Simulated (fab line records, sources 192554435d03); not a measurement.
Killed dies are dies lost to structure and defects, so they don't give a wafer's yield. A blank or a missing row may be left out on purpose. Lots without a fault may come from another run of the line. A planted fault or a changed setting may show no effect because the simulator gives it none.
A struck lot beside a sound one | flow n5_finfet | 16 steps out of a route of 1938
Sound: wafers L549.1, L549.3, L549.4. Struck: wafer L560.2. (L560.5 of the same lot was not struck and is left out.) The cause comes at the end.
At each step with rows: each side's tool, then ch and its chambers, then its first start. Under that, the readings that differ: sound wafers | struck wafers | difference of the means | sigmas: that difference in standard deviations of wafers without a fault.
alike: readings whose means differ by less than 2 such deviations, and words and numbers that are the same on both sides. not compared: withheld readings, readings that some wafer has no value for, bounds like >300 that may hide the same value, and numbers for which the record gives no deviation and whose values overlap.
The two part at a step that has a row with sigmas, a row that says differs or no value, or rows on one side only. Numbers that don't overlap but have no deviation are shown without sigmas and don't part them. A reading that every wafer of one side lacks parts them only if that side has two wafers or more.

first, 9 steps without rows for these wafers: N5_BEOL_M1_SOFTBAKE_23 (time 60 s); N5_BEOL_M1_EXPOSE_25 (exposes mask V0, defocus 5 nm, target cd 24 nm); N5_BEOL_M1_PEB_26 (peb time 60 s); N5_BEOL_M1_DEVELOP_27 (develop time 30 s); N5_BEOL_M1_DESCUM_33 (chemistry O2, time 7 s); N5_BEOL_M1_ETCH_77 (etches underlayer in N2/H2, target depth 6.5 nm, time 5.2 s); N5_BEOL_M1_ETCH_69 (etches SiARC in CF4, target depth 15.6 nm, time 26 s); N5_BEOL_M1_ALD_98 (deposits SiO2, target thk 2.5 nm, pulse time 1 s, co reactant pulse time 1 s); N5_BEOL_M1_ETCHBACK_99 (etches SiO2 in CHF3, target depth 5 nm, time 10.4 s).
N5_BEOL_M1_ETCH_70: etches SOC in N2/H2, target depth 80 nm, overetch 16 nm, time 120 s.
  sound on rie_diel-04 ch 0,2,3, day 7 23:25; struck on rie_diel-04 ch 2, day 10 20:08
  reading                                    | sound       | struck | difference | sigmas
  model.SiARC_of_BEOL_M1_COAT_68.thk_nm (nm) | 6.6 6.2 6.2 | 3.2    | -3.1       |
  alike: bias_w, chamber_pressure_mTorr, drypump_motor_current_A, oes_product_au, rf_vpp_V, showerhead_plenum_p_Torr, throttle_valve_pct
  not compared: rf_hours_counter_h
then, 2 steps without rows for these wafers: N5_BEOL_M1_STRIP_71 (strips in N2/H2); N5_BEOL_M1_STRIP_78 (strips in N2/H2).
N5_BEOL_M1_VIA_ETCH_34: etches the open film in C4F6/O2, target depth 67.8 nm, time 64.4 s.
  sound on rie_diel-04 ch 0,2,3, day 7 23:31; struck on rie_diel-04 ch 2, day 10 20:14
  reading                  | sound             | struck | difference | sigmas
  bias_w (W)               | 169.6 169.5 169.9 | 171.1  | +1.4       | +3
  model.BEOL_M1.cd_nm (nm) | 17.8 18 17.8      | 19.2   | +1.3       |
  alike: O2_flow_sccm, chamber_pressure_mTorr, drypump_motor_current_A, oes_product_au, rf_vpp_V, showerhead_plenum_p_Torr, throttle_valve_pct
  not compared: rf_hours_counter_h
then, 1 step without rows for these wafers: N5_BEOL_M1_STRIP_83 (strips in C4F6/O2).
N5_BEOL_M4_RC_MEAS_101:
  sound on prober-02 ch 0, day 9 13:16; struck on prober-02 ch 0, day 12 13:11
  reading       | sound          | struck | difference | sigmas
  ION_P (uA/um) | 473 476 474    | 458    | -16        | -2
  VT_P (mV)     | -248 -247 -247 | -255   | -8         | -2
  alike: DIBL_N, DIBL_P, IOFF_N, IOFF_P, ION_N, SS_N, SS_P, VT_N
-- the record jumps here: 4 days lie between the struck wafers' starts before and after (it left off in module BEOL_M4 and takes up again in module PASSIVATION, whose first step shown is number 1936 of the route) --
N5_PASSIVATION_PROBE_49:
  the record has rows for the struck wafers here (prober-01, day 16 16:34) and none for the sound ones

WHERE THEY PART
First at N5_BEOL_M1_VIA_ETCH_34; last, within this record, at N5_PASSIVATION_PROBE_49.

WHY: what the simulator had put in
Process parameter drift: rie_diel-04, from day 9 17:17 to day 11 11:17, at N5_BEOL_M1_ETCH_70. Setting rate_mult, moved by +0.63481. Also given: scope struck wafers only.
